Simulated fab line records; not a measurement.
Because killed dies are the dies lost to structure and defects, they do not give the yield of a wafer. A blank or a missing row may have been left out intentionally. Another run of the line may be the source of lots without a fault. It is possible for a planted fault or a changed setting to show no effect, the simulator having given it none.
Matching of chambers / flow n5_finfet / N5_BEOL_M4_CO_CAP_55 on cvd_co-02 has 3 sister chambers
The step material Co, precursor CCTBA/H2, target thk 2 nm, time 102.1 s. 6 wafers are shown with their chamber, then 7 later ones without.

## EACH WAFER AND ITS CHAMBER
wafer=L992.3; chamber=0; heater_power_w (W)=215
wafer=L101.3; chamber=1; heater_power_w (W)=254
wafer=L103.1; chamber=2; heater_power_w (W)=227
wafer=L103.3; chamber=1; heater_power_w (W)=256
wafer=L103.4; chamber=2; heater_power_w (W)=209
wafer=L105.2; chamber=0; heater_power_w (W)=219

## WAFERS WHOSE CHAMBER IS MISSING
wafer=L105.5; heater_power_w (W)=224
wafer=L107.3; heater_power_w (W)=261
wafer=L107.5; heater_power_w (W)=221
wafer=L107.6; heater_power_w (W)=225
wafer=L106.2; heater_power_w (W)=263
wafer=L106.3; heater_power_w (W)=221
wafer=L106.5; heater_power_w (W)=227

## CHAMBER TAKEN BY EACH
wafer=L105.5; from the rows above=can't be placed: 2 or 0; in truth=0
wafer=L107.3; from the rows above=1; in truth=1
wafer=L107.5; from the rows above=can't be placed: 2 or 0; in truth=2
wafer=L107.6; from the rows above=can't be placed: 2 or 0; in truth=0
wafer=L106.2; from the rows above=1; in truth=1
wafer=L106.3; from the rows above=can't be placed: 2 or 0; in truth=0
wafer=L106.5; from the rows above=can't be placed: 2 or 0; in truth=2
Correctly placed: 2 of 7. Cannot be placed on the basis of these rows: 5; the candidates contain the true chamber in 5. Wrongly placed: 0.
How it was worked out, from the rows above alone: a wafer's distance from a chamber is the root of the sum, over the readings, of the square of ((its reading less the chamber's mean) divided by the reading's scatter). If the next closest chamber is less than 2 further off than the closest, the wafer can't be placed; otherwise it belongs to the closest. Each chamber's mean is taken over the wafers shown for it. The scatter is the square root of a quotient: the sum, over the shown wafers, of each reading's squared deviation from its chamber's mean, divided by wafers minus chambers.
